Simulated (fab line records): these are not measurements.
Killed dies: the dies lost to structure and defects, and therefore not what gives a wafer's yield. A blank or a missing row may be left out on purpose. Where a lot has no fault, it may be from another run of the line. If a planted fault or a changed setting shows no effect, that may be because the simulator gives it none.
2 desks, one fault / flow n5 finfet / each desk holds nothing but its own numbers, with what lay behind them at the end

DESK OF THE TOOL OWNER: rie diel-01
The tool's own readings at N5_BEOL_M1_ETCHBACK_99 (etches SiO2 in CHF3, target depth 5 nm, time 10.4 s): means of the sampled wafers that have a number, for each lot that ran on this tool. If a lot's mean is further than 4 standard deviations from the usual mean, the lot is out of limits and carries the mark OUT (the distance appears in the brackets).
Columns: A = chamber pressure mTorr at N5_BEOL_M1_ETCHBACK_99, usual 29.997 mTorr; B = drypump motor current A at N5_BEOL_M1_ETCHBACK_99, usual 5.7 A; C = oes product au at N5_BEOL_M1_ETCHBACK_99, usual 0.77 a.u.; D = rf vpp V at N5_BEOL_M1_ETCHBACK_99, usual 239 V; E = showerhead plenum p Torr at N5_BEOL_M1_ETCHBACK_99, usual 2.15 Torr; F = throttle valve pct at N5_BEOL_M1_ETCHBACK_99, usual 17.06 %
lot=L168; first seen here=day 6 13:27; A=29.972; B=5.6; C=0.80; D=240; E=2.19; F=17.03
lot=L169; first seen here=day 6 23:28; A=30.013; B=6.1; C=0.87; D=243; E=2.14; F=17.04
lot=L175; first seen here=day 8 16:14; A=30.000; B=5.7; C=0.83; D=243; E=2.16; F=17.17
lot=L176; first seen here=day 9 01:50; A=29.974; B=5.8; C=0.81; D=242; E=2.15; F=17.05
lot=L187; first seen here=day 12 00:48; A=30.035; B=5.7; C=0.79; D=240; E=2.21; F=17.16
lot=L189; first seen here=day 12 04:58; A=30.002; B=6.1; C=0.80; D=242; E=2.12; F=16.97
Result from this desk: across the 6 lots, nothing is out of limits.

METROLOGY DESK
What the gauges read for every lot (on any tool): the sampled wafers with a number, averaged. If a lot's mean is further than 4 standard deviations from the usual mean, the lot is out of limits and carries the mark OUT (the distance appears in the brackets).
Columns: A = MIM_TOP_OVL at N5_MIM_TOP_LITHO_OVL_MEAS_11, usual -1 nm
lot=L168; first seen here=day 12 14:13; A=-6
lot=L169; first seen here=day 12 18:44; A=1
lot=L175; first seen here=day 13 21:38; A=-2
lot=L176; first seen here=day 14 15:32; A=-5
lot=L180; first seen here=day 15 11:18; A=-3
lot=L182; first seen here=day 16 08:50; A=2
lot=L185; first seen here=day 16 12:55; A=-9
lot=L186; first seen here=day 18 02:18; A=-3
lot=L187; first seen here=day 18 04:06; A=0
lot=L189; first seen here=day 18 21:55; A=-5
Result from this desk: across the 10 lots, nothing is out of limits.

ALL TOGETHER
The tool owner's desk saw nothing out of limits.
The metrology desk saw nothing out of limits.

WHAT THE SIMULATOR HAD INSERTED
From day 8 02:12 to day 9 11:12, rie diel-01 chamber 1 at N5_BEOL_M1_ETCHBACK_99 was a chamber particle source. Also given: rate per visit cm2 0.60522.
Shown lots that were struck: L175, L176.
